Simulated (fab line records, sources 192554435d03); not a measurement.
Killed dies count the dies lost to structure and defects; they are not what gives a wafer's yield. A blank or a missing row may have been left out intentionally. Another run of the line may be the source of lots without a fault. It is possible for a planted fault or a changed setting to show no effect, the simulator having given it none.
What tool caused it? | flow n5 finfet | Sampling: 18 lots, 54 wafers, 6 of 1938 route steps

WHAT THE GAUGES READ, wafer by wafer
The record holds no reading of a measuring or inspecting step that can be judged against a usual standard deviation.

EACH LOT AND THE TOOL THAT RAN IT (in order: tool; ch and the chambers of the sampled wafers; start)
lot  | N5_ZERO_LAYER_STRIP_24              | N5_FIN_SAQP_DENSIFY_62          | N5_FIN_SAQP_PECVD_48           | N5_FIN_SAQP_DESCUM_21             | N5_FIN_SAQP_HM_OPEN_73            | N5_FIN_SAQP_SPACER1_ETCHBACK_25
L074 | plasma asher-02 ch 0,1, day 1 13:12 | rtp anneal-02 ch 0, day 1 22:18 | pecvd-01 ch 0,2, day 1 22:43   | rie diel-03 ch 0,1,2, day 1 23:22 | rie diel-03 ch 0,1,2, day 1 23:34 | rie diel-04 ch 1,2, day 2 02:05
L075 | plasma asher-01 ch 0,1, day 1 19:02 | rtp anneal-01 ch 0, day 2 02:44 | pecvd-02 ch 0,2, day 2 03:14   | rie diel-04 ch 1,2, day 2 03:57   | rie diel-04 ch 1,2, day 2 04:09   | rie diel-04 ch 0,1, day 2 06:14
L076 | plasma asher-01 ch 0,1, day 2 00:55 | rtp anneal-02 ch 0, day 2 09:54 | pecvd-03 ch 1, day 2 10:19     | rie diel-01 ch 0,1,3, day 2 11:06 | rie diel-01 ch 0,1,3, day 2 11:18 | rie diel-01 ch 0,1, day 2 13:11
L077 | plasma asher-02 ch 0, day 2 07:07   | rtp anneal-01 ch 0, day 2 15:35 | pecvd-03 ch 0,1, day 2 16:00   | rie diel-04 ch 0,2, day 2 16:46   | rie diel-04 ch 0,2, day 2 16:58   | rie diel-01 ch 1,3, day 2 19:09
L078 | plasma asher-01 ch 0,1, day 2 12:56 | rtp anneal-01 ch 0, day 2 21:18 | pecvd-03 ch 0,1, day 2 21:42   | rie diel-01 ch 1,2,3, day 2 22:35 | rie diel-01 ch 1,2,3, day 2 22:47 | rie diel-04 ch 0,1,2, day 3 00:45
L081 | plasma asher-01 ch 0,1, day 3 07:02 | rtp anneal-01 ch 0, day 3 15:39 | pecvd-03 ch 2, day 3 16:07     | rie diel-04 ch 0,1,2, day 3 16:53 | rie diel-04 ch 0,1,2, day 3 17:05 | rie diel-01 ch 0,1, day 3 19:19
L082 | plasma asher-01 ch 0,1, day 3 13:12 | rtp anneal-02 ch 0, day 3 21:50 | pecvd-01 ch 0,1,2, day 3 22:12 | rie diel-03 ch 0,3, day 3 22:55   | rie diel-03 ch 0,3, day 3 23:07   | rie diel-03 ch 0,1, day 4 02:07
L083 | plasma asher-01 ch 0,1, day 3 19:19 | rtp anneal-01 ch 0, day 4 03:30 | pecvd-03 ch 0,1,2, day 4 03:51 | rie diel-01 ch 0,1, day 4 04:57   | rie diel-01 ch 0,1, day 4 05:09   | rie diel-04 ch 1,3, day 4 07:50
L084 | plasma asher-02 ch 0,1, day 4 01:04 | rtp anneal-01 ch 0, day 4 09:25 | pecvd-02 ch 0,1,2, day 4 09:48 | rie diel-01 ch 1,2, day 4 10:25   | rie diel-01 ch 1,2, day 4 10:37   | rie diel-04 ch 2,3, day 4 13:27
L085 | plasma asher-01 ch 0,1, day 4 06:53 | rtp anneal-02 ch 0, day 4 19:29 | pecvd-02 ch 0,1, day 4 19:51   | rie diel-04 ch 0,2,3, day 4 20:29 | rie diel-04 ch 0,2,3, day 4 20:41 | rie diel-04 ch 1,2,3, day 5 00:50
L087 | plasma asher-01 ch 0,1, day 4 19:05 | rtp anneal-02 ch 0, day 5 03:59 | pecvd-01 ch 0,1, day 5 04:22   | rie diel-01 ch 2,3, day 5 05:05   | rie diel-01 ch 2,3, day 5 05:23   | rie diel-03 ch 0,1,3, day 5 07:13
L088 | plasma asher-02 ch 0,1, day 5 01:01 | rtp anneal-02 ch 0, day 5 09:23 | pecvd-01 ch 1,2, day 5 09:47   | rie diel-03 ch 2,3, day 5 10:29   | rie diel-03 ch 2,3, day 5 10:41   | rie diel-04 ch 1,2,3, day 5 12:19
L089 | plasma asher-01 ch 0,1, day 5 07:05 | rtp anneal-02 ch 0, day 5 14:37 | pecvd-03 ch 1,2, day 5 15:00   | rie diel-01 ch 1,2, day 5 15:46   | rie diel-01 ch 1,2, day 5 15:58   | rie diel-03 ch 0,2,3, day 5 17:55
L091 | plasma asher-01 ch 0,1, day 5 18:53 | rtp anneal-02 ch 0, day 6 03:10 | pecvd-03 ch 0,1, day 6 03:32   | rie diel-01 ch 1,2,3, day 6 04:15 | rie diel-01 ch 1,2,3, day 6 04:27 | rie diel-03 ch 1,2, day 6 06:04
L092 | plasma asher-02 ch 0,1, day 6 01:01 | rtp anneal-02 ch 0, day 6 09:37 | pecvd-03 ch 0,1,2, day 6 09:59 | rie diel-03 ch 0,2,3, day 6 10:43 | rie diel-03 ch 0,2,3, day 6 10:55 | rie diel-04 ch 0,1,3, day 6 12:39
L093 | plasma asher-01 ch 0,1, day 6 07:17 | rtp anneal-02 ch 0, day 6 15:22 | pecvd-01 ch 0,2, day 6 15:46   | rie diel-04 ch 0,3, day 6 16:34   | rie diel-04 ch 0,3, day 6 16:46   | rie diel-04 ch 1,3, day 6 18:23
L094 | plasma asher-01 ch 0,1, day 6 13:07 | rtp anneal-02 ch 0, day 6 20:23 | pecvd-01 ch 0,1,2, day 6 20:46 | rie diel-04 ch 1,3, day 6 21:29   | rie diel-04 ch 1,3, day 6 21:41   | rie diel-04 ch 0,1,3, day 6 23:18
L096 | plasma asher-01 ch 0,1, day 7 01:02 | rtp anneal-02 ch 0, day 7 14:34 | pecvd-01 ch 0,1,2, day 7 14:55 | rie diel-04 ch 2, day 7 15:55     | rie diel-04 ch 2, day 7 16:13     | rie diel-03 ch 0,1,3, day 7 17:54
- N5_ZERO_LAYER_STRIP_24: strips in O2.
- N5_FIN_SAQP_DENSIFY_62: time 60 s.
- N5_FIN_SAQP_PECVD_48: deposits SiNx from SiH4/NH3/N2, target thk 25 nm, time 22.1 s.
- N5_FIN_SAQP_DESCUM_21: chemistry O2, time 7.9 s.
- N5_FIN_SAQP_HM_OPEN_73: chemistry CHF3/O2, target SiO2, stops on a-Si, target depth 12 nm, time 16.8 s.
- N5_FIN_SAQP_SPACER1_ETCHBACK_25: etches SiO2 in CHF3/O2, target depth 24.4 nm, time 12.2 s.

AS READ BY THE TOOLS THEMSELVES (means over the sampled wafers that have a number; for cases with no such wafer, the mark the record gives instead)
N5_ZERO_LAYER_STRIP_24. Usual: chamber pressure mTorr 1000.1 mTorr, standard deviation 0.93; drypump motor current A 5.89 A, standard deviation 0.17; heater power w 329 W, standard deviation 29; oes product au 0.648 a.u., standard deviation 0.0049; strip time to endpoint s 43.89 s, standard deviation 0.087.
lot  | tool            | chamber pressure mTorr (mTorr) | drypump motor current A (A) | heater power w (W) | oes product au (a.u.) | strip time to endpoint s (s) | flag
L074 | plasma asher-02 | 999.6                          | 5.96                        | 332                | 0.648                 | 44.09                        |
L075 | plasma asher-01 | 999.6                          | 5.94                        | 331                | 0.649                 | 43.92                        |
L076 | plasma asher-01 | 999.9                          | 5.93                        | 340                | 0.650                 | 43.89                        |
L077 | plasma asher-02 | 999.1                          | 6.15                        | 308                | 0.648                 | 43.86                        |
L078 | plasma asher-01 | 1000.0                         | 5.94                        | 330                | 0.650                 | 43.92                        |
L081 | plasma asher-01 | 1000.0                         | 5.89                        | 316                | 0.643                 | 43.85                        |
L082 | plasma asher-01 | 999.0                          | 5.86                        | 318                | 0.646                 | 43.85                        |
L083 | plasma asher-01 | 999.7                          | 5.94                        | 332                | 0.649                 | 43.87                        |
L084 | plasma asher-02 | 1000.0                         | 5.78                        | 349                | 0.644                 | 43.93                        |
L085 | plasma asher-01 | 999.6                          | 5.84                        | 314                | 0.646                 | 43.76                        |
L087 | plasma asher-01 | 1000.8                         | 5.87                        | 319                | 0.645                 | 43.81                        |
L088 | plasma asher-02 | 1001.0                         | 5.78                        | 362                | 0.647                 | 43.96                        |
L089 | plasma asher-01 | 999.6                          | 5.94                        | 329                | 0.648                 | 43.86                        |
L091 | plasma asher-01 | 1000.8                         | 5.85                        | 316                | 0.650                 | 43.87                        |
L092 | plasma asher-02 | 1000.7                         | 5.81                        | 350                | 0.646                 | 43.79                        |
L093 | plasma asher-01 | 1000.7                         | 5.86                        | 320                | 0.652                 | 43.99                        |
L094 | plasma asher-01 | 1000.4                         | 5.96                        | 339                | 0.651                 | 43.95                        |
L096 | plasma asher-01 | 1000.3                         | 5.93                        | 332                | 0.653                 | 43.77                        |

N5_FIN_SAQP_DENSIFY_62. Usual: lamp power pct 9.85 %, standard deviation 0.055; lamp_zone_3_pct 9.847 %, standard deviation 0.012; wafer_temp_C_max 703.4, standard deviation 0.7.
lot  | tool          | lamp power pct (%) | lamp_zone_3_pct (%) | wafer_temp_C_max | flag
L074 | rtp anneal-02 | 9.83               | 9.855               | 703.4            |
L075 | rtp anneal-01 | 9.83               | 9.839               | 703.6            |
L076 | rtp anneal-02 | 9.87               | 9.846               | 702.6            |
L077 | rtp anneal-01 | 9.80               | 9.846               | 704.0            |
L078 | rtp anneal-01 | 9.91               | 9.852               | 703.3            |
L081 | rtp anneal-01 | 9.84               | 9.840               | 703.5            |
L082 | rtp anneal-02 | 9.84               | 9.851               | 703.4            |
L083 | rtp anneal-01 | 9.89               | 9.860               | 704.0            |
L084 | rtp anneal-01 | 9.83               | 9.855               | 703.5            |
L085 | rtp anneal-02 | 9.78               | 9.854               | 703.0            |
L087 | rtp anneal-02 | 9.87               | 9.846               | 703.4            |
L088 | rtp anneal-02 | 9.91               | 9.838               | 702.9            |
L089 | rtp anneal-02 | 9.80               | 9.844               | 702.8            |
L091 | rtp anneal-02 | 9.84               | 9.854               | 703.5            |
L092 | rtp anneal-02 | 9.87               | 9.847               | 703.1            |
L093 | rtp anneal-02 | 9.85               | 9.848               | 703.2            |
L094 | rtp anneal-02 | 9.84               | 9.842               | 702.8            |
L096 | rtp anneal-02 | 9.81               | 9.844               | 703.3            |

N5_FIN_SAQP_PECVD_48. Usual: heater power w 749 W, standard deviation 86; rf fwd power W 296.4 W, standard deviation 1.1; showerhead plenum p Torr 5.18 Torr, standard deviation 0.084; throttle valve pct 39.2 %, standard deviation 2.8.
lot  | tool     | heater power w (W) | rf fwd power W (W) | showerhead plenum p Torr (Torr) | throttle valve pct (%) | flag
L074 | pecvd-01 | 802                | 297.0              | 5.21                            | 36.8                   |
L075 | pecvd-02 | 799                | 295.8              | 5.19                            | 40.1                   |
L076 | pecvd-03 | 650                | 296.0              | 5.09                            | 41.6                   |
L077 | pecvd-03 | 738                | 296.9              | 5.09                            | 41.1                   |
L078 | pecvd-03 | 849                | 296.2              | 5.11                            | 40.3                   |
L081 | pecvd-03 | 763                | 294.7              | 5.21                            | 34.8                   |
L082 | pecvd-01 | 727                | 296.1              | 5.25                            | 39.4                   |
L083 | pecvd-03 | 738                | 296.3              | 5.15                            | 38.8                   |
L084 | pecvd-02 | 740                | 296.5              | 5.15                            | 39.5                   |
L085 | pecvd-02 | 724                | 296.4              | 5.09                            | 38.9                   |
L087 | pecvd-01 | 761                | 296.4              | 5.29                            | 42.1                   |
L088 | pecvd-01 | 694                | 296.6              | 5.28                            | 39.0                   |
L089 | pecvd-03 | 698                | 295.1              | 5.18                            | 37.4                   |
L091 | pecvd-03 | 701                | 296.7              | 5.10                            | 41.1                   |
L092 | pecvd-03 | 761                | 297.0              | 5.14                            | 38.9                   |
L093 | pecvd-01 | 798                | 296.8              | 5.22                            | 37.0                   |
L094 | pecvd-01 | 768                | 297.1              | 5.24                            | 39.5                   |
L096 | pecvd-01 | 756                | 297.2              | 5.27                            | 39.5                   |

N5_FIN_SAQP_DESCUM_21. Usual: chamber pressure mTorr 19.998 mTorr, standard deviation 0.019; drypump motor current A 5.9 A, standard deviation 0.5; oes product au 0.76 a.u., standard deviation 0.087; rf fwd power W 49.29 W, standard deviation 0.22; rf vpp V 242.8 V, standard deviation 1.4; showerhead plenum p Torr 2.08 Torr, standard deviation 0.065; throttle valve pct 20.52 %, standard deviation 0.29.
lot  | tool        | chamber pressure mTorr (mTorr) | drypump motor current A (A) | oes product au (a.u.) | rf fwd power W (W) | rf vpp V (V) | showerhead plenum p Torr (Torr) | throttle valve pct (%) | flag
L074 | rie diel-03 | 20.008                         | 5.4                         | 0.75                  | 49.26              | 243.6        | 2.07                            | 20.27                  |
L075 | rie diel-04 | 19.994                         | 6.1                         | 0.72                  | 49.18              | 243.6        | 2.12                            | 20.51                  |
L076 | rie diel-01 | 19.993                         | 6.1                         | 0.72                  | 49.35              | 242.6        | 2.10                            | 20.59                  |
L077 | rie diel-04 | 20.009                         | 5.7                         | 0.77                  | 49.20              | 242.4        | 2.06                            | 20.78                  |
L078 | rie diel-01 | 20.001                         | 6.1                         | 0.73                  | 49.28              | 243.3        | 2.06                            | 20.70                  |
L081 | rie diel-04 | 19.991                         | 6.0                         | 0.74                  | 49.35              | 243.7        | 2.10                            | 20.68                  |
L082 | rie diel-03 | 19.988                         | 5.9                         | 0.72                  | 49.31              | 242.1        | 2.07                            | 20.45                  |
L083 | rie diel-01 | 19.999                         | 6.0                         | 0.70                  | 49.32              | 244.0        | 2.09                            | 20.76                  |
L084 | rie diel-01 | 20.002                         | 6.3                         | 0.75                  | 49.11              | 242.1        | 2.04                            | 20.88                  |
L085 | rie diel-04 | 20.011                         | 5.6                         | 0.75                  | 49.21              | 241.0        | 2.04                            | 20.64                  |
L087 | rie diel-01 | 19.981                         | 6.2                         | 0.94                  | 49.22              | 243.1        | 2.05                            | 20.29                  |
L088 | rie diel-03 | 20.000                         | 5.6                         | 0.76                  | 49.35              | 243.0        | 2.08                            | 20.20                  |
L089 | rie diel-01 | 20.000                         | 6.1                         | 0.91                  | 49.21              | 243.2        | 2.04                            | 20.56                  |
L091 | rie diel-01 | 19.988                         | 6.1                         | 0.89                  | 49.23              | 242.8        | 2.05                            | 20.45                  |
L092 | rie diel-03 | 20.010                         | 5.8                         | 0.73                  | 49.37              | 242.4        | 2.07                            | 20.34                  |
L093 | rie diel-04 | 19.998                         | 5.7                         | 0.75                  | 49.41              | 242.7        | 2.07                            | 20.70                  |
L094 | rie diel-04 | 19.996                         | 5.6                         | 0.69                  | 49.41              | 241.5        | 2.04                            | 20.35                  |
L096 | rie diel-04 | 20.014                         | 5.6                         | 0.72                  | 49.05              | 242.5        | 2.02                            | 20.78                  |

N5_FIN_SAQP_HM_OPEN_73. Usual: chamber pressure mTorr 29.996 mTorr, standard deviation 0.026; drypump motor current A 5.9 A, standard deviation 0.5; oes_ar_750_au 0.76 a.u., standard deviation 0.079; oes product au 0.46 a.u., standard deviation 0.047; rf fwd power W 644.3 W, standard deviation 2.4; rf vpp V 528 V, standard deviation 8.4; showerhead plenum p Torr 2.39 Torr, standard deviation 0.078; throttle valve pct 18.88 %, standard deviation 0.25.
lot  | tool        | chamber pressure mTorr (mTorr) | drypump motor current A (A) | oes_ar_750_au (a.u.) | oes product au (a.u.) | rf fwd power W (W) | rf vpp V (V) | showerhead plenum p Torr (Torr) | throttle valve pct (%) | flag
L074 | rie diel-03 | 30.005                         | 5.4                         | 0.76                 | 0.45                  | 640.5              | 527          | 2.38                            | 18.65                  |
L075 | rie diel-04 | 30.002                         | 6.1                         | 0.72                 | 0.43                  | 646.6              | 539          | 2.43                            | 18.88                  |
L076 | rie diel-01 | 29.987                         | 6.0                         | 0.71                 | 0.43                  | 645.7              | 522          | 2.42                            | 19.00                  |
L077 | rie diel-04 | 30.001                         | 5.8                         | 0.77                 | 0.46                  | 642.8              | 535          | 2.36                            | 19.05                  |
L078 | rie diel-01 | 30.009                         | 6.1                         | 0.73                 | 0.43                  | 643.4              | 525          | 2.35                            | 18.99                  |
L081 | rie diel-04 | 29.995                         | 6.0                         | 0.74                 | 0.45                  | 643.2              | 534          | 2.41                            | 19.00                  |
L082 | rie diel-03 | 30.011                         | 5.9                         | 0.72                 | 0.43                  | 645.9              | 524          | 2.37                            | 18.78                  |
L083 | rie diel-01 | 30.018                         | 6.0                         | 0.69                 | 0.42                  | 642.9              | 525          | 2.41                            | 19.17                  |
L084 | rie diel-01 | 29.999                         | 6.3                         | 0.75                 | 0.45                  | 644.3              | 524          | 2.33                            | 19.12                  |
L085 | rie diel-04 | 29.999                         | 5.6                         | 0.75                 | 0.44                  | 645.5              | 535          | 2.35                            | 18.97                  |
L087 | rie diel-01 | 29.992                         | 6.2                         | 0.91                 | 0.55                  | 645.3              | 523          | 2.36                            | 18.60                  |
L088 | rie diel-03 | 29.992                         | 5.7                         | 0.78                 | 0.47                  | 645.3              | 527          | 2.39                            | 18.57                  |
L089 | rie diel-01 | 30.007                         | 6.1                         | 0.89                 | 0.54                  | 643.4              | 527          | 2.34                            | 18.86                  |
L091 | rie diel-01 | 29.974                         | 6.1                         | 0.89                 | 0.53                  | 642.9              | 525          | 2.34                            | 18.74                  |
L092 | rie diel-03 | 29.985                         | 5.8                         | 0.74                 | 0.44                  | 646.5              | 525          | 2.37                            | 18.69                  |
L093 | rie diel-04 | 30.004                         | 5.7                         | 0.75                 | 0.45                  | 646.4              | 528          | 2.38                            | 19.06                  |
L094 | rie diel-04 | 29.987                         | 5.6                         | 0.69                 | 0.42                  | 644.5              | 541          | 2.35                            | 18.78                  |
L096 | rie diel-04 | 30.017                         | 5.6                         | 0.72                 | 0.44                  | 643.3              | 541          | 2.31                            | 19.03                  |

N5_FIN_SAQP_SPACER1_ETCHBACK_25. Usual: chamber pressure mTorr 30.003 mTorr, standard deviation 0.028; drypump motor current A 5.9 A, standard deviation 0.49; oes_ar_750_au 0.74 a.u., standard deviation 0.06; oes product au 0.74 a.u., standard deviation 0.062; rf fwd power W 645.3 W, standard deviation 2.2; rf vpp V 530 V, standard deviation 9.6; showerhead plenum p Torr 2.39 Torr, standard deviation 0.082; throttle valve pct 18.97 %, standard deviation 0.21.
lot  | tool        | chamber pressure mTorr (mTorr) | drypump motor current A (A) | oes_ar_750_au (a.u.) | oes product au (a.u.) | rf fwd power W (W) | rf vpp V (V) | showerhead plenum p Torr (Torr) | throttle valve pct (%) | flag
L074 | rie diel-04 | 30.012                         | 6.1                         | 0.71                 | 0.71                  | 646.9              | 539          | 2.43                            | 18.95                  |
L075 | rie diel-04 | 30.027                         | 6.3                         | 0.74                 | 0.72                  | 643.5              | 532          | 2.47                            | 19.02                  |
L076 | rie diel-01 | 29.988                         | 6.0                         | 0.70                 | 0.70                  | 644.5              | 525          | 2.42                            | 19.22                  |
L077 | rie diel-01 | 29.995                         | 5.9                         | 0.69                 | 0.69                  | 645.6              | 525          | 2.37                            | 18.96                  |
L078 | rie diel-04 | 29.999                         | 6.0                         | 0.74                 | 0.75                  | 644.1              | 533          | 2.42                            | 19.07                  |
L081 | rie diel-01 | 30.011                         | 5.9                         | 0.69                 | 0.69                  | 642.5              | 524          | 2.41                            | 19.25                  |
L082 | rie diel-03 | 29.982                         | 5.3                         | 0.71                 | 0.70                  | 645.2              | 526          | 2.42                            | 18.87                  |
L083 | rie diel-04 | 30.020                         | 5.6                         | 0.71                 | 0.72                  | 644.1              | 541          | 2.36                            | 18.82                  |
L084 | rie diel-04 | 30.031                         | 5.3                         | 0.72                 | 0.72                  | 643.7              | 542          | 2.30                            | 18.87                  |
L085 | rie diel-04 | 30.020                         | 5.7                         | 0.71                 | 0.71                  | 646.9              | 541          | 2.36                            | 18.94                  |
L087 | rie diel-03 | 30.011                         | 5.8                         | 0.71                 | 0.70                  | 643.2              | 525          | 2.42                            | 18.86                  |
L088 | rie diel-04 | 30.013                         | 5.7                         | 0.70                 | 0.70                  | 644.4              | 540          | 2.36                            | 18.96                  |
L089 | rie diel-03 | 29.988                         | 5.8                         | 0.74                 | 0.74                  | 646.3              | 525          | 2.37                            | 18.75                  |
L091 | rie diel-03 | 30.029                         | 5.2                         | 0.73                 | 0.73                  | 643.3              | 528          | 2.43                            | 18.80                  |
L092 | rie diel-04 | 30.001                         | 5.9                         | 0.72                 | 0.72                  | 647.1              | 534          | 2.40                            | 19.00                  |
L093 | rie diel-04 | 29.994                         | 6.0                         | 0.68                 | 0.68                  | 647.2              | 540          | 2.42                            | 18.92                  |
L094 | rie diel-04 | 30.012                         | 5.9                         | 0.72                 | 0.71                  | 645.5              | 534          | 2.40                            | 19.02                  |
L096 | rie diel-03 | 29.978                         | 5.8                         | 0.70                 | 0.70                  | 646.2              | 524          | 2.41                            | 18.90                  |

THE ANSWER, worked out from the rows above alone
Rule: a lot counts as off when the mean over its wafers that have a number is more than 3 standard deviations away from the usual mean. Also off: a lot with no number at a reading for which 4 or more lots have one. All remaining lots with rows at the step are treated as sound. After the gauges, taken in route order, come the tools' own readings; for these a lot's mean is taken, as printed above. The first step at which some lot is off is used, and at that step the reading that is off furthest; a lot without a number counts as furthest.
None of the lots is off at any reading shown; this tells nothing.

WHAT THE SIMULATOR HAD PUT IN
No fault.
